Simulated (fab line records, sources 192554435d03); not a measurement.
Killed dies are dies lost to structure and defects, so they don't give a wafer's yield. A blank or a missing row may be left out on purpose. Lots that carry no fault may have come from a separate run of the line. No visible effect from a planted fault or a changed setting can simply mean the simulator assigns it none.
Which tool was responsible? -- flow n5Finfet -- 24 lots, 72 wafers sampled, at 6 steps of a route of 1938

WHAT THE GAUGES READ, wafer by wafer
N5_BEOL_M9_INSPECT_30: inspects for defects (brightfield). Usual: 411 for rawDefectCount, sd 98.
lot,measured,on,rawDefectCount,flag
L074,day 9 18:10,defectInspect-01,443 397 309,
L075,day 10 11:19,defectInspect-02,397 321 366,
L077,day 10 13:32,defectInspect-01,503 493 325,
L076,day 10 13:42,defectInspect-01,485 577 566,
L079,day 10 13:44,defectInspect-01,304 328 211,
L078,day 10 16:26,defectInspect-01,378 321 351,
L080,day 11 08:28,defectInspect-01,317 386 349,
L082,day 11 16:32,defectInspect-01,460 355 447,
L081,day 11 19:40,defectInspect-01,493 377 492,
L083,day 12 01:56,defectInspect-01,466 452 465,
L085,day 12 14:23,defectInspect-01,365 397 419,
L086,day 12 23:13,defectInspect-02,344 435 579,
L084,day 13 03:30,defectInspect-01,371 404 315,
L088,day 13 05:44,defectInspect-01,449 403 472,
L087,day 13 12:04,defectInspect-01,512 434 485,
L089,day 13 13:51,defectInspect-01,482 337 250,
L091,day 13 18:40,defectInspect-02,350 455 302,
L090,day 13 20:29,defectInspect-01,686 422 324,
L093,day 14 07:40,defectInspect-01,432 413 506,
L092,day 14 17:28,defectInspect-02,463 532 517,
L094,day 15 06:27,defectInspect-02,216 321 195,
L095,day 15 09:01,defectInspect-01,570 443 444,
L096,day 15 13:05,defectInspect-02,380 507 410,
L097,day 15 20:43,defectInspect-01,370 417 499,

N5_BEOL_M10_THK_MEAS_01. Usual: M10_ILD_THK typically reads 269 nm, with standard deviation 3.1.
lot,measured,on,M10_ILD_THK (nm),flag
L074,day 10 00:11,filmMetro-01,267 264 269,
L075,day 10 15:03,filmMetro-01,266 269 271,
L077,day 10 17:28,filmMetro-01,267 269 273,
L076,day 10 18:02,filmMetro-01,268 274 273,
L079,day 10 18:19,filmMetro-01,266 270 272,
L078,day 10 21:16,filmMetro-02,269 271 273,
L080,day 11 13:04,filmMetro-01,267 269 272,
L082,day 11 21:46,filmMetro-01,266 271 269,
L081,day 11 23:23,filmMetro-02,267 270 269,
L083,day 12 06:25,filmMetro-01,270 272 271,
L085,day 12 19:11,filmMetro-01,267 275 274,
L086,day 13 02:46,filmMetro-02,263 266 265,
L084,day 13 08:28,filmMetro-02,267 265 270,
L088,day 13 09:47,filmMetro-02,267 267 268,
L087,day 13 15:45,filmMetro-01,266 265 267,
L089,day 13 18:06,filmMetro-01,266 270 269,
L091,day 13 22:23,filmMetro-02,271 268 268,
L090,day 14 01:56,filmMetro-01,270 268 269,
L093,day 14 11:41,filmMetro-02,269 273 273,
L092,day 14 21:37,filmMetro-02,266 268 273,
L094,day 15 10:54,filmMetro-02,269 270 275,
L095,day 15 13:13,filmMetro-01,265 272 271,
L096,day 15 19:08,filmMetro-01,264 268 271,
L097,day 16 00:16,filmMetro-02,267 268 271,

EACH LOT AND THE TOOL THAT RAN IT (in order: tool; ch and the chambers of the sampled wafers; start)
lot,N5_BEOL_M9_DESCUM_16,N5_BEOL_M9_DESCUM_33,N5_BEOL_M9_ETCH_41,N5_BEOL_M10_ILD_DEP_00
L074,"rieDiel-01 ch 0,2,3, day 9 17:17","rieDiel-01 ch 0,2,3, day 9 18:36","rieDiel-01 ch 0,2,3, day 9 23:35 or earlier","pecvd-01 ch 0,2, day 9 23:35"
L075,"rieDiel-02 ch 0,3, day 10 08:41","rieDiel-01 ch 1,3, day 10 11:21","rieDiel-01 ch 1,3, day 10 14:18 or earlier","pecvd-04 ch 0,1, day 10 14:18"
L077,"rieDiel-02 ch 0,2,3, day 10 12:41","rieDiel-03 ch 0,1,3, day 10 13:35","rieDiel-03 ch 0,1,3, day 10 16:53 or earlier","pecvd-04 ch 0,1, day 10 16:53"
L076,"rieDiel-03 ch 0,1, day 10 12:50","rieDiel-03 ch 1,3, day 10 14:00","rieDiel-03 ch 1,3, day 10 17:26 or earlier","pecvd-04 ch 0,1,2, day 10 17:26"
L079,"rieDiel-01 ch 1,2,3, day 10 12:51","rieDiel-01 ch 0,1, day 10 14:04","rieDiel-01 ch 0,1, day 10 17:41 or earlier","pecvd-01 ch 0,2, day 10 17:41"
L078,"rieDiel-02 ch 0,2, day 10 15:23","rieDiel-03 ch 0,1,3, day 10 16:28","rieDiel-03 ch 0,1,3, day 10 20:41 or earlier","pecvd-04 ch 0,1,2, day 10 20:41"
L080,"rieDiel-03 ch 1,3, day 11 05:59","rieDiel-03 ch 1,3, day 11 08:47","rieDiel-03 ch 1,3, day 11 12:00 or earlier","pecvd-03 ch 0,1,2, day 11 12:00"
L082,"rieDiel-02 ch 1,2, day 11 15:29","rieDiel-01 ch 1,2,3, day 11 16:35","rieDiel-01 ch 1,2,3, day 11 21:10 or earlier","pecvd-01 ch 0,1,2, day 11 21:10"
L081,"rieDiel-01 ch 0,1,3, day 11 16:10","rieDiel-03 ch 1,2, day 11 19:41","rieDiel-03 ch 1,2, day 11 22:47 or earlier","pecvd-03 ch 1,2, day 11 22:47"
L083,"rieDiel-02 ch 0,1,2, day 12 01:02","rieDiel-01 ch 0,1,3, day 12 01:58","rieDiel-01 ch 0,1,3, day 12 05:20 or earlier","pecvd-01 ch 0,1, day 12 05:20"
L085,"rieDiel-03 ch 0,1,2, day 12 12:47","rieDiel-02 ch 1,2, day 12 14:25","rieDiel-02 ch 1,2, day 12 17:45 or earlier","pecvd-01 ch 1,2, day 12 17:45"
L086,"rieDiel-03 ch 0,1,2, day 12 22:02","rieDiel-01 ch 1,2, day 12 23:16","rieDiel-01 ch 1,2, day 13 02:11 or earlier","pecvd-03 ch 0,1, day 13 02:11"
L084,"rieDiel-02 ch 0,3, day 13 00:38","rieDiel-01 ch 0,2, day 13 03:32","rieDiel-01 ch 0,2, day 13 07:52 or earlier","pecvd-03 ch 0,1,2, day 13 07:52"
L088,"rieDiel-01 ch 0,2,3, day 13 04:40","rieDiel-01 ch 0,1,3, day 13 05:46","rieDiel-01 ch 0,1,3, day 13 09:07 or earlier","pecvd-01 ch 2, day 13 09:07"
L087,"rieDiel-02 ch 1,2,3, day 13 09:39","rieDiel-03 ch 0,1,3, day 13 12:06","rieDiel-03 ch 0,1,3, day 13 15:07 or earlier","pecvd-03 ch 0,1,2, day 13 15:07"
L089,"rieDiel-02 ch 1,3, day 13 12:11","rieDiel-01 ch 1,3, day 13 13:53","rieDiel-01 ch 1,3, day 13 17:29 or earlier","pecvd-01 ch 0,2, day 13 17:29"
L091,"rieDiel-01 ch 1,2,3, day 13 16:17","rieDiel-02 ch 0,1,2, day 13 18:46","rieDiel-02 ch 0,1,2, day 13 21:46 or earlier","pecvd-04 ch 0,1,2, day 13 21:46"
L090,"rieDiel-01 ch 1,3, day 13 19:18","rieDiel-03 ch 0,1,3, day 13 20:31","rieDiel-03 ch 0,1,3, day 14 01:21 or earlier","pecvd-01 ch 1,2, day 14 01:21"
L093,"rieDiel-02 ch 0,1,3, day 14 05:59","rieDiel-02 ch 0,1,3, day 14 07:42","rieDiel-02 ch 0,1,3, day 14 11:06 or earlier","pecvd-04 ch 0,1, day 14 11:06"
L092,"rieDiel-03 ch 0,1, day 14 15:04","rieDiel-01 ch 0,1,2, day 14 17:30","rieDiel-01 ch 0,1,2, day 14 20:59 or earlier","pecvd-01 ch 0,2, day 14 20:59"
L094,"rieDiel-01 ch 0,2,3, day 15 05:31","rieDiel-02 ch 0,1,2, day 15 06:31","rieDiel-02 ch 0,1,2, day 15 10:19 or earlier","pecvd-01 ch 0,2, day 15 10:19"
L095,"rieDiel-01 ch 2,3, day 15 07:32","rieDiel-01 ch 1,3, day 15 09:02","rieDiel-01 ch 1,3, day 15 12:36 or earlier","pecvd-04 ch 0,2, day 15 12:36"
L096,"rieDiel-01 ch 1,3, day 15 12:13","rieDiel-02 ch 0,2, day 15 13:35","rieDiel-02 ch 0,2, day 15 18:32 or earlier","pecvd-04 ch 0,1, day 15 18:32"
L097,"rieDiel-01 ch 0,1,3, day 15 19:47","rieDiel-03 ch 0,3, day 15 20:46","rieDiel-03 ch 0,3, day 15 23:41 or earlier","pecvd-01 ch 0,1,2, day 15 23:41"
- N5_BEOL_M9_DESCUM_16: chemistry O2, time 7.9 s.
- N5_BEOL_M9_DESCUM_33: chemistry O2, time 7 s.
- N5_BEOL_M9_ETCH_41: etches SiCN in CH3F/O2, target depth 36.6 nm, time 70.1 s.
- N5_BEOL_M10_ILD_DEP_00: deposits SiCOH lowk from DEMS/porogen, target thk 308.51 nm, time 58 s.

WHAT THE TOOLS THEMSELVES READ (means of the sampled wafers that have a number; where no wafer has one, the mark that the record gives instead)
N5_BEOL_M9_DESCUM_16. Usual: biasPowerW 20.00 W, standard deviation 0.058; drypumpMotorCurrentA 5.6 A, standard deviation 0.51; oesProductAu 0.80 a.u., standard deviation 0.073; rfVppV 243.5 V, standard deviation 1.3; showerheadPlenumPTorr 2.11 Torr, standard deviation 0.063; throttleValvePct 20.35 %, standard deviation 0.18.
lot,tool,biasPowerW (W),drypumpMotorCurrentA (A),oesProductAu (a.u.),rfVppV (V),showerheadPlenumPTorr (Torr),throttleValvePct (%),flag
L074,rieDiel-01,19.99,5.4,0.85,243.4,2.13,20.36,
L075,rieDiel-02,19.97,5.3,0.71,244.1,2.15,20.41,
L077,rieDiel-02,19.96,5.3,0.75,244.5,2.11,20.36,
L076,rieDiel-03,19.97,6.4,0.78,242.8,2.12,20.29,
L079,rieDiel-01,19.97,5.4,0.81,243.2,2.09,20.31,
L078,rieDiel-02,19.98,5.8,0.76,243.7,2.12,20.18,
L080,rieDiel-03,19.96,6.3,0.77,244.0,2.14,20.44,
L082,rieDiel-02,20.00,5.6,0.91,242.6,2.04,20.46,
L081,rieDiel-01,20.00,5.7,0.81,244.2,2.14,20.44,
L083,rieDiel-02,20.02,5.6,0.83,242.3,2.08,20.35,
L085,rieDiel-03,19.97,6.2,0.81,244.3,2.14,20.23,
L086,rieDiel-03,20.00,6.2,0.81,243.8,2.13,20.24,
L084,rieDiel-02,20.04,5.7,0.80,244.5,2.15,20.14,
L088,rieDiel-01,19.92,5.4,0.82,243.7,2.12,20.40,
L087,rieDiel-02,20.03,5.2,0.88,243.2,2.06,20.40,
L089,rieDiel-02,19.98,5.5,0.93,243.1,2.07,20.41,
L091,rieDiel-01,19.98,5.4,0.79,243.0,2.08,20.34,
L090,rieDiel-01,20.06,5.6,0.81,243.1,2.11,20.41,
L093,rieDiel-02,19.98,5.6,0.85,243.4,2.11,20.27,
L092,rieDiel-03,19.96,6.3,0.76,243.4,2.11,20.34,
L094,rieDiel-01,19.99,5.4,0.80,243.2,2.11,20.42,
L095,rieDiel-01,20.01,5.3,0.82,242.4,2.08,20.36,
L096,rieDiel-01,19.98,5.6,0.76,243.7,2.09,20.44,
L097,rieDiel-01,20.07,5.7,0.78,243.7,2.13,20.49,

N5_BEOL_M9_DESCUM_33. Usual: biasPowerW 20.00 W, standard deviation 0.061; drypumpMotorCurrentA 5.6 A, standard deviation 0.5; oesProductAu 0.81 a.u., standard deviation 0.064; rfVppV 243.4 V, standard deviation 1.3; showerheadPlenumPTorr 2.11 Torr, standard deviation 0.063; throttleValvePct 20.34 %, standard deviation 0.18.
lot,tool,biasPowerW (W),drypumpMotorCurrentA (A),oesProductAu (a.u.),rfVppV (V),showerheadPlenumPTorr (Torr),throttleValvePct (%),flag
L074,rieDiel-01,20.03,5.4,0.84,244.6,2.13,20.36,
L075,rieDiel-01,19.98,5.6,0.83,243.5,2.12,20.38,
L077,rieDiel-03,20.06,6.0,0.83,244.2,2.11,20.25,
L076,rieDiel-03,20.05,6.3,0.77,244.1,2.14,20.43,
L079,rieDiel-01,19.94,5.7,0.79,243.8,2.14,20.44,
L078,rieDiel-03,20.00,6.0,0.84,243.5,2.11,20.25,
L080,rieDiel-03,19.97,6.0,0.82,243.1,2.14,20.39,
L082,rieDiel-01,20.02,5.4,0.81,242.1,2.08,20.33,
L081,rieDiel-03,19.97,6.5,0.81,244.6,2.19,20.31,
L083,rieDiel-01,19.91,5.7,0.81,244.4,2.14,20.46,
L085,rieDiel-02,20.00,5.6,0.88,242.9,2.04,20.48,
L086,rieDiel-01,20.02,5.2,0.78,242.2,2.04,20.28,
L084,rieDiel-01,19.98,5.1,0.80,244.0,2.08,20.34,
L088,rieDiel-01,19.93,5.7,0.80,243.5,2.14,20.48,
L087,rieDiel-03,19.96,6.0,0.81,243.2,2.11,20.29,
L089,rieDiel-01,19.96,5.6,0.78,242.9,2.10,20.42,
L091,rieDiel-02,20.05,5.7,0.80,242.8,2.07,20.35,
L090,rieDiel-03,20.05,6.0,0.81,243.2,2.11,20.28,
L093,rieDiel-02,19.97,5.6,0.85,243.3,2.11,20.28,
L092,rieDiel-01,20.00,5.4,0.77,244.1,2.10,20.42,
L094,rieDiel-02,19.95,5.7,0.80,243.1,2.07,20.38,
L095,rieDiel-01,19.99,5.6,0.77,244.1,2.09,20.43,
L096,rieDiel-02,20.07,5.4,0.75,243.0,2.06,20.38,
L097,rieDiel-03,19.98,5.7,0.85,242.2,2.07,20.13,

N5_BEOL_M9_ETCH_41. Usual: drypumpMotorCurrentA 5.6 A, standard deviation 0.5; oesProductAu 0.81 a.u., standard deviation 0.062; rfVppV 297.6 V, standard deviation 1.5; showerheadPlenumPTorr 2.01 Torr, standard deviation 0.061; throttleValvePct 16.22 %, standard deviation 0.18.
lot,tool,drypumpMotorCurrentA (A),oesProductAu (a.u.),rfVppV (V),showerheadPlenumPTorr (Torr),throttleValvePct (%),flag
L074,rieDiel-01,5.4,0.85,298.1,2.03,16.21,
L075,rieDiel-01,5.6,0.84,298.2,2.03,16.23,
L077,rieDiel-03,6.0,0.84,297.7,2.02,16.14,
L076,rieDiel-03,6.3,0.77,299.5,2.05,16.34,
L079,rieDiel-01,5.7,0.79,298.0,2.04,16.31,
L078,rieDiel-03,6.0,0.84,297.8,2.02,16.14,
L080,rieDiel-03,6.0,0.82,298.4,2.04,16.27,
L082,rieDiel-01,5.4,0.82,296.4,1.99,16.19,
L081,rieDiel-03,6.5,0.79,298.7,2.09,16.25,
L083,rieDiel-01,5.7,0.81,297.9,2.05,16.32,
L085,rieDiel-02,5.5,0.88,296.7,1.95,16.37,
L086,rieDiel-01,5.2,0.78,296.6,1.95,16.15,
L084,rieDiel-01,5.2,0.80,297.3,1.99,16.21,
L088,rieDiel-01,5.7,0.80,298.5,2.05,16.34,
L087,rieDiel-03,6.0,0.81,296.7,2.01,16.17,
L089,rieDiel-01,5.6,0.78,297.6,2.01,16.30,
L091,rieDiel-02,5.6,0.81,296.9,1.98,16.27,
L090,rieDiel-03,6.0,0.80,297.0,2.01,16.17,
L093,rieDiel-02,5.6,0.85,297.8,2.02,16.19,
L092,rieDiel-01,5.4,0.78,297.5,2.01,16.29,
L094,rieDiel-02,5.7,0.79,296.7,1.98,16.30,
L095,rieDiel-01,5.6,0.77,298.2,2.00,16.32,
L096,rieDiel-02,5.4,0.75,296.8,1.97,16.30,
L097,rieDiel-03,5.6,0.84,297.0,1.97,16.01,

N5_BEOL_M10_ILD_DEP_00. Usual: heaterPowerW 311 W, standard deviation 39; showerheadPlenumPTorr 5.747 Torr, standard deviation 0.011; throttleValvePct 13.6 %, standard deviation 0.61.
lot,tool,heaterPowerW (W),showerheadPlenumPTorr (Torr),throttleValvePct (%),flag
L074,pecvd-01,326,5.742,13.7,
L075,pecvd-04,323,5.757,13.3,
L077,pecvd-04,369,5.746,13.0,
L076,pecvd-04,323,5.751,13.1,
L079,pecvd-01,315,5.745,14.3,
L078,pecvd-04,319,5.745,13.1,
L080,pecvd-03,334,5.765,13.3,
L082,pecvd-01,282,5.740,13.8,
L081,pecvd-03,331,5.742,13.6,
L083,pecvd-01,307,5.752,14.0,
L085,pecvd-01,276,5.734,13.5,
L086,pecvd-03,290,5.752,13.4,
L084,pecvd-03,328,5.756,13.5,
L088,pecvd-01,279,5.733,13.2,
L087,pecvd-03,335,5.749,13.3,
L089,pecvd-01,303,5.754,13.8,
L091,pecvd-04,314,5.744,13.4,
L090,pecvd-01,302,5.739,13.6,
L093,pecvd-04,332,5.748,13.4,
L092,pecvd-01,333,5.747,14.4,
L094,pecvd-01,290,5.743,14.0,
L095,pecvd-04,311,5.751,13.7,
L096,pecvd-04,336,5.748,13.1,
L097,pecvd-01,290,5.739,14.1,

THE ANSWER, worked out from the rows above alone
Rule: take the mean of a lot's wafers that have a number; if it is more than 3 standard deviations from the usual mean, the lot is off. Also off: a lot with no number at a reading for which 4 or more lots have one. All remaining lots with rows at the step are treated as sound. After the gauges, taken in route order, come the tools' own readings; for these a lot's mean is taken, as printed above. At the first step where some lot is off, the reading lying furthest off is the one used; lots without a number count as furthest.
No lot is off at any reading shown: from this, nothing can be told.

WHAT HAD BEEN PUT IN BY THE SIMULATOR
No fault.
